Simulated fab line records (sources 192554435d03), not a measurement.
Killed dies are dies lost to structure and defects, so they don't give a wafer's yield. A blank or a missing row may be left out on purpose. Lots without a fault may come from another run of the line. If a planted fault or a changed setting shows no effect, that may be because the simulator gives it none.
The tool behind it: which one? :: flow n5 finfet :: 72 wafers from 24 lots sampled at 3 of the route's 1938 steps

## WHAT THE GAUGES SHOWED, per wafer
N5_BEOL_M2_CD_MEAS_28: target cd 26.2 nm, target cd y 24.1 nm.
lot: L074
measured: day 7 03:10
on: cd sem-02
cd nm (nm): 25.73 25.82 26.15

lot: L076
measured: day 8 00:39
on: cd sem-02
cd nm (nm): 26.40 26.12 25.89

lot: L075
measured: day 8 04:07
on: cd sem-02
cd nm (nm): 26.46 26.22 26.07

lot: L077
measured: day 8 05:11
on: cd sem-03
cd nm (nm): 26.19 26.68 26.07

lot: L078
measured: day 8 08:35
on: cd sem-03
cd nm (nm): 26.23 26.47 25.92

lot: L080
measured: day 8 21:08
on: cd sem-03
cd nm (nm): 25.84 26.16 25.89

lot: L081
measured: day 8 22:37
on: cd sem-03
cd nm (nm): 26.40 26.01 26.27

lot: L082
measured: day 9 06:15
on: cd sem-01
cd nm (nm): 26.18 25.79 26.17

lot: L083
measured: day 9 13:48
on: cd sem-02
cd nm (nm): 26.72 26.46 26.20

lot: L084
measured: day 9 14:40
on: cd sem-01
cd nm (nm): 26.30 26.25 26.05

lot: L085
measured: day 9 19:20
on: cd sem-02
cd nm (nm): 26.14 26.20 26.04

lot: L086
measured: day 10 05:15
on: cd sem-02
cd nm (nm): 26.10 25.99 26.15

lot: L087
measured: day 10 05:59
on: cd sem-03
cd nm (nm): 26.14 25.93 26.24

lot: L088
measured: day 10 14:50
on: cd sem-02
cd nm (nm): 26.22 26.02 26.52

lot: L089
measured: day 10 15:05
on: cd sem-02
cd nm (nm): 26.04 25.86 26.54

lot: L090
measured: day 10 23:53
on: cd sem-03
cd nm (nm): 26.00 26.32 26.19

lot: L091
measured: day 11 10:18
on: cd sem-01
cd nm (nm): 26.00 26.29 26.17

lot: L092
measured: day 11 10:35
on: cd sem-01
cd nm (nm): 26.14 26.33 26.30

lot: L093
measured: day 11 19:01
on: cd sem-03
cd nm (nm): 26.26 26.75 26.31

lot: L095
measured: day 12 06:50
on: cd sem-03
cd nm (nm): 25.90 26.17 26.18

lot: L079
measured: day 12 12:10
on: cd sem-01
cd nm (nm): 26.06 26.26 25.84

lot: L097
measured: day 12 12:58
on: cd sem-01
cd nm (nm): 26.30 26.26 26.01

lot: L096
measured: day 12 18:16
on: cd sem-02
cd nm (nm): 26.27 25.87 25.96

lot: L094
measured: day 13 00:47
on: cd sem-03
cd nm (nm): 25.79 26.01 26.28

## EACH LOT AND THE TOOL THAT RAN IT (in order: tool; ch and the chambers of the sampled wafers; start)
lot: L074
N5_BEOL_M2_ETCH_63: rie diel-05 ch 1,2, day 7 02:16
N5_BEOL_M2_HM_OPEN_17: rie metal-01 ch 0, day 7 02:32

lot: L076
N5_BEOL_M2_ETCH_63: rie diel-02 ch 0,3, day 7 23:53
N5_BEOL_M2_HM_OPEN_17: rie metal-01 ch 0, day 8 00:05

lot: L075
N5_BEOL_M2_ETCH_63: rie diel-05 ch 2,3, day 8 03:19
N5_BEOL_M2_HM_OPEN_17: rie metal-03 ch 0, day 8 03:33

lot: L077
N5_BEOL_M2_ETCH_63: rie diel-02 ch 0,1,2, day 8 04:24
N5_BEOL_M2_HM_OPEN_17: rie metal-02 ch 1, day 8 04:36

lot: L078
N5_BEOL_M2_ETCH_63: rie diel-02 ch 0,1,3, day 8 07:47
N5_BEOL_M2_HM_OPEN_17: rie metal-03 ch 0, day 8 07:59

lot: L080
N5_BEOL_M2_ETCH_63: rie diel-02 ch 0,1,2, day 8 20:19
N5_BEOL_M2_HM_OPEN_17: rie metal-02 ch 0,1, day 8 20:31

lot: L081
N5_BEOL_M2_ETCH_63: rie diel-04 ch 0,1,3, day 8 21:41
N5_BEOL_M2_HM_OPEN_17: rie metal-03 ch 0, day 8 21:53

lot: L082
N5_BEOL_M2_ETCH_63: rie diel-02 ch 0,1,2, day 9 05:20
N5_BEOL_M2_HM_OPEN_17: rie metal-02 ch 0,1, day 9 05:34

lot: L083
N5_BEOL_M2_ETCH_63: rie diel-04 ch 0,1, day 9 13:04
N5_BEOL_M2_HM_OPEN_17: rie metal-02 ch 0,1, day 9 13:16

lot: L084
N5_BEOL_M2_ETCH_63: rie diel-04 ch 2,3, day 9 13:58
N5_BEOL_M2_HM_OPEN_17: rie metal-01 ch 0,1, day 9 14:11

lot: L085
N5_BEOL_M2_ETCH_63: rie diel-05 ch 1,3, day 9 18:31
N5_BEOL_M2_HM_OPEN_17: rie metal-01 ch 0,1, day 9 18:44

lot: L086
N5_BEOL_M2_ETCH_63: rie diel-04 ch 0,3, day 10 04:25
N5_BEOL_M2_HM_OPEN_17: rie metal-03 ch 1, day 10 04:37

lot: L087
N5_BEOL_M2_ETCH_63: rie diel-02 ch 0,2,3, day 10 05:16
N5_BEOL_M2_HM_OPEN_17: rie metal-02 ch 0,1, day 10 05:30

lot: L088
N5_BEOL_M2_ETCH_63: rie diel-04 ch 0,1,3, day 10 13:58
N5_BEOL_M2_HM_OPEN_17: rie metal-01 ch 0,1, day 10 14:12

lot: L089
N5_BEOL_M2_ETCH_63: rie diel-04 ch 1,2,3, day 10 14:16
N5_BEOL_M2_HM_OPEN_17: rie metal-03 ch 0,1, day 10 14:28

lot: L090
N5_BEOL_M2_ETCH_63: rie diel-02 ch 0,1,2, day 10 23:03
N5_BEOL_M2_HM_OPEN_17: rie metal-02 ch 0,1, day 10 23:15

lot: L091
N5_BEOL_M2_ETCH_63: rie diel-05 ch 1,2,3, day 11 09:22
N5_BEOL_M2_HM_OPEN_17: rie metal-02 ch 0,1, day 11 09:34

lot: L092
N5_BEOL_M2_ETCH_63: rie diel-05 ch 0,1,2, day 11 09:53
N5_BEOL_M2_HM_OPEN_17: rie metal-03 ch 0,1, day 11 10:05

lot: L093
N5_BEOL_M2_ETCH_63: rie diel-05 ch 0,3, day 11 18:11
N5_BEOL_M2_HM_OPEN_17: rie metal-03 ch 0,1, day 11 18:25

lot: L095
N5_BEOL_M2_ETCH_63: rie diel-04 ch 0,1,3, day 12 06:08
N5_BEOL_M2_HM_OPEN_17: rie metal-02 ch 0,1, day 12 06:20

lot: L079
N5_BEOL_M2_ETCH_63: rie diel-04 ch 1,2, day 12 11:28
N5_BEOL_M2_HM_OPEN_17: rie metal-02 ch 0,1, day 12 11:40

lot: L097
N5_BEOL_M2_ETCH_63: rie diel-05 ch 0,1,2, day 12 12:16
N5_BEOL_M2_HM_OPEN_17: rie metal-01 ch 0,1, day 12 12:28

lot: L096
N5_BEOL_M2_ETCH_63: rie diel-05 ch 0,1,3, day 12 17:26
N5_BEOL_M2_HM_OPEN_17: rie metal-02 ch 0,1, day 12 17:39

lot: L094
N5_BEOL_M2_ETCH_63: rie diel-02 ch 0,1,2, day 12 23:58
N5_BEOL_M2_HM_OPEN_17: rie metal-02 ch 0,1, day 13 00:10
- N5_BEOL_M2_ETCH_63: etches SiARC in CF4, target depth 15.6 nm, time 26 s.
- N5_BEOL_M2_HM_OPEN_17: chemistry Cl2/BCl3, target TiN, target depth 20 nm, overetch 6 nm.

## WHAT THE TOOLS THEMSELVES READ (means of the sampled wafers that have a number; where no wafer has one, the mark that the record gives instead)
N5_BEOL_M2_ETCH_63.
lot: L074
tool: rie diel-05
cf4 flow sccm (sccm): 100.2
drypump motor current A (A): 5.9
etch rf on time s (s): 25.85
oes product au (a.u.): 0.67
rf vpp V (V): 184.3
showerhead plenum p Torr (Torr): 2.12
throttle valve pct (%): 15.40

lot: L076
tool: rie diel-02
cf4 flow sccm (sccm): 99.9
drypump motor current A (A): 6.0
etch rf on time s (s): 25.97
oes product au (a.u.): 0.65
rf vpp V (V): 185.0
showerhead plenum p Torr (Torr): 2.19
throttle valve pct (%): 15.67

lot: L075
tool: rie diel-05
cf4 flow sccm (sccm): 99.7
drypump motor current A (A): 5.6
etch rf on time s (s): 25.92
oes product au (a.u.): 0.63
rf vpp V (V): 184.3
showerhead plenum p Torr (Torr): 2.16
throttle valve pct (%): 15.51

lot: L077
tool: rie diel-02
cf4 flow sccm (sccm): 100.2
drypump motor current A (A): 5.6
etch rf on time s (s): 26.04
oes product au (a.u.): 0.67
rf vpp V (V): 184.0
showerhead plenum p Torr (Torr): 2.15
throttle valve pct (%): 15.69

lot: L078
tool: rie diel-02
cf4 flow sccm (sccm): 100.2
drypump motor current A (A): 5.9
etch rf on time s (s): 26.08
oes product au (a.u.): 0.65
rf vpp V (V): 184.3
showerhead plenum p Torr (Torr): 2.17
throttle valve pct (%): 15.65

lot: L080
tool: rie diel-02
cf4 flow sccm (sccm): 100.0
drypump motor current A (A): 5.6
etch rf on time s (s): 26.21
oes product au (a.u.): 0.66
rf vpp V (V): 185.2
showerhead plenum p Torr (Torr): 2.15
throttle valve pct (%): 15.69

lot: L081
tool: rie diel-04
cf4 flow sccm (sccm): 99.8
drypump motor current A (A): 5.6
etch rf on time s (s): 26.11
oes product au (a.u.): 0.59
rf vpp V (V): 184.3
showerhead plenum p Torr (Torr): 2.17
throttle valve pct (%): 15.67

lot: L082
tool: rie diel-02
cf4 flow sccm (sccm): 100.1
drypump motor current A (A): 5.6
etch rf on time s (s): 26.06
oes product au (a.u.): 0.66
rf vpp V (V): 183.8
showerhead plenum p Torr (Torr): 2.15
throttle valve pct (%): 15.70

lot: L083
tool: rie diel-04
cf4 flow sccm (sccm): 100.1
drypump motor current A (A): 5.8
etch rf on time s (s): 26.46
oes product au (a.u.): 0.58
rf vpp V (V): 183.8
showerhead plenum p Torr (Torr): 2.14
throttle valve pct (%): 15.60

lot: L084
tool: rie diel-04
cf4 flow sccm (sccm): 99.9
drypump motor current A (A): 5.9
etch rf on time s (s): 25.94
oes product au (a.u.): 0.61
rf vpp V (V): 184.0
showerhead plenum p Torr (Torr): 2.15
throttle valve pct (%): 15.71

lot: L085
tool: rie diel-05
cf4 flow sccm (sccm): 100.0
drypump motor current A (A): 5.8
etch rf on time s (s): 25.77
oes product au (a.u.): 0.66
rf vpp V (V): 185.1
showerhead plenum p Torr (Torr): 2.18
throttle valve pct (%): 15.52

lot: L086
tool: rie diel-04
cf4 flow sccm (sccm): 99.6
drypump motor current A (A): 5.8
etch rf on time s (s): 26.23
oes product au (a.u.): 0.57
rf vpp V (V): 184.0
showerhead plenum p Torr (Torr): 2.14
throttle valve pct (%): 15.69

lot: L087
tool: rie diel-02
cf4 flow sccm (sccm): 99.8
drypump motor current A (A): 5.6
etch rf on time s (s): 26.44
oes product au (a.u.): 0.64
rf vpp V (V): 184.2
showerhead plenum p Torr (Torr): 2.16
throttle valve pct (%): 15.74

lot: L088
tool: rie diel-04
cf4 flow sccm (sccm): 99.9
drypump motor current A (A): 5.6
etch rf on time s (s): 26.56
oes product au (a.u.): 0.57
rf vpp V (V): 184.7
showerhead plenum p Torr (Torr): 2.17
throttle valve pct (%): 15.71

lot: L089
tool: rie diel-04
cf4 flow sccm (sccm): 100.0
drypump motor current A (A): 5.6
etch rf on time s (s): 26.00
oes product au (a.u.): 0.60
rf vpp V (V): 184.8
showerhead plenum p Torr (Torr): 2.18
throttle valve pct (%): 15.72

lot: L090
tool: rie diel-02
cf4 flow sccm (sccm): 99.8
drypump motor current A (A): 5.6
etch rf on time s (s): 26.07
oes product au (a.u.): 0.65
rf vpp V (V): 184.0
showerhead plenum p Torr (Torr): 2.14
throttle valve pct (%): 15.73

lot: L091
tool: rie diel-05
cf4 flow sccm (sccm): 100.0
drypump motor current A (A): 5.8
etch rf on time s (s): 25.85
oes product au (a.u.): 0.64
rf vpp V (V): 184.3
showerhead plenum p Torr (Torr): 2.14
throttle valve pct (%): 15.52

lot: L092
tool: rie diel-05
cf4 flow sccm (sccm): 99.9
drypump motor current A (A): 6.0
etch rf on time s (s): 26.09
oes product au (a.u.): 0.65
rf vpp V (V): 183.6
showerhead plenum p Torr (Torr): 2.12
throttle valve pct (%): 15.53

lot: L093
tool: rie diel-05
cf4 flow sccm (sccm): 99.9
drypump motor current A (A): 5.7
etch rf on time s (s): 26.19
oes product au (a.u.): 0.62
rf vpp V (V): 184.3
showerhead plenum p Torr (Torr): 2.19
throttle valve pct (%): 15.65

lot: L095
tool: rie diel-04
cf4 flow sccm (sccm): 99.8
drypump motor current A (A): 5.5
etch rf on time s (s): 26.10
oes product au (a.u.): 0.65
rf vpp V (V): 184.5
showerhead plenum p Torr (Torr): 2.17
throttle valve pct (%): 15.57

lot: L079
tool: rie diel-04
cf4 flow sccm (sccm): 99.8
drypump motor current A (A): 5.6
etch rf on time s (s): 26.14
oes product au (a.u.): 0.59
rf vpp V (V): 184.6
showerhead plenum p Torr (Torr): 2.16
throttle valve pct (%): 15.69

lot: L097
tool: rie diel-05
cf4 flow sccm (sccm): 100.0
drypump motor current A (A): 6.0
etch rf on time s (s): 26.08
oes product au (a.u.): 0.64
rf vpp V (V): 184.2
showerhead plenum p Torr (Torr): 2.11
throttle valve pct (%): 15.54

lot: L096
tool: rie diel-05
cf4 flow sccm (sccm): 100.0
drypump motor current A (A): 6.0
etch rf on time s (s): 26.00
oes product au (a.u.): 0.64
rf vpp V (V): 183.0
showerhead plenum p Torr (Torr): 2.15
throttle valve pct (%): 15.59

lot: L094
tool: rie diel-02
cf4 flow sccm (sccm): 99.8
drypump motor current A (A): 5.6
etch rf on time s (s): 26.17
oes product au (a.u.): 0.62
rf vpp V (V): 183.5
showerhead plenum p Torr (Torr): 2.13
throttle valve pct (%): 15.78

N5_BEOL_M2_HM_OPEN_17.
lot: L074
tool: rie metal-01
drypump motor current A (A): 6.1
oes product au (a.u.): 0.70
throttle valve pct (%): 21.98

lot: L076
tool: rie metal-01
drypump motor current A (A): 6.1
oes product au (a.u.): 0.70
throttle valve pct (%): 22.00

lot: L075
tool: rie metal-03
drypump motor current A (A): 5.7
oes product au (a.u.): 0.71
throttle valve pct (%): 22.05

lot: L077
tool: rie metal-02
drypump motor current A (A): 5.6
oes product au (a.u.): 0.81
throttle valve pct (%): 22.07

lot: L078
tool: rie metal-03
drypump motor current A (A): 5.7
oes product au (a.u.): 0.71
throttle valve pct (%): 22.05

lot: L080
tool: rie metal-02
drypump motor current A (A): 6.1
oes product au (a.u.): 0.82
throttle valve pct (%): 22.01

lot: L081
tool: rie metal-03
drypump motor current A (A): 5.7
oes product au (a.u.): 0.69
throttle valve pct (%): 22.05

lot: L082
tool: rie metal-02
drypump motor current A (A): 5.8
oes product au (a.u.): 0.79
throttle valve pct (%): 22.06

lot: L083
tool: rie metal-02
drypump motor current A (A): 6.1
oes product au (a.u.): 0.79
throttle valve pct (%): 22.01

lot: L084
tool: rie metal-01
drypump motor current A (A): 6.4
oes product au (a.u.): 0.68
throttle valve pct (%): 22.11

lot: L085
tool: rie metal-01
drypump motor current A (A): 6.4
oes product au (a.u.): 0.67
throttle valve pct (%): 22.14

lot: L086
tool: rie metal-03
drypump motor current A (A): 6.6
oes product au (a.u.): 0.79
throttle valve pct (%): 22.14

lot: L087
tool: rie metal-02
drypump motor current A (A): 6.1
oes product au (a.u.): 0.79
throttle valve pct (%): 22.01

lot: L088
tool: rie metal-01
drypump motor current A (A): 6.4
oes product au (a.u.): 0.67
throttle valve pct (%): 22.12

lot: L089
tool: rie metal-03
drypump motor current A (A): 6.2
oes product au (a.u.): 0.75
throttle valve pct (%): 22.12

lot: L090
tool: rie metal-02
drypump motor current A (A): 6.1
oes product au (a.u.): 0.76
throttle valve pct (%): 22.02

lot: L091
tool: rie metal-02
drypump motor current A (A): 5.8
oes product au (a.u.): 0.75
throttle valve pct (%): 22.07

lot: L092
tool: rie metal-03
drypump motor current A (A): 6.0
oes product au (a.u.): 0.70
throttle valve pct (%): 22.09

lot: L093
tool: rie metal-03
drypump motor current A (A): 6.0
oes product au (a.u.): 0.72
throttle valve pct (%): 22.08

lot: L095
tool: rie metal-02
drypump motor current A (A): 5.8
oes product au (a.u.): 0.74
throttle valve pct (%): 22.08

lot: L079
tool: rie metal-02
drypump motor current A (A): 5.8
oes product au (a.u.): 0.74
throttle valve pct (%): 22.09

lot: L097
tool: rie metal-01
drypump motor current A (A): 6.4
oes product au (a.u.): 0.66
throttle valve pct (%): 22.16

lot: L096
tool: rie metal-02
drypump motor current A (A): 6.1
oes product au (a.u.): 0.74
throttle valve pct (%): 22.05

lot: L094
tool: rie metal-02
drypump motor current A (A): 5.8
oes product au (a.u.): 0.73
throttle valve pct (%): 22.08

## THE ANSWER, worked out from the rows above alone
Rule: the lots themselves supply what counts as usual. Put in order of their means at a reading, lots are off if they are a third of the lots or fewer, leave a main group of 4 or more, and stand apart from it by a gap of 3 or more times the standard deviation of the main group's means; of several such gaps the widest counts. The tables above print the reading to a certain number of digits; a main group whose means all agree to those digits is not used. A lot without any number at a reading at which 4 lots or more have one is off too. The other lots that the step has rows for count as sound. First the gauges in route order, then the tools' own readings, where a lot's mean is used as printed above. At the first step where some lot is off, the reading lying furthest off is the one used; lots without a number count as furthest.
Across all readings shown, no lot is off: no conclusion can be drawn from this.

## WHAT HAD BEEN PUT IN BY THE SIMULATOR
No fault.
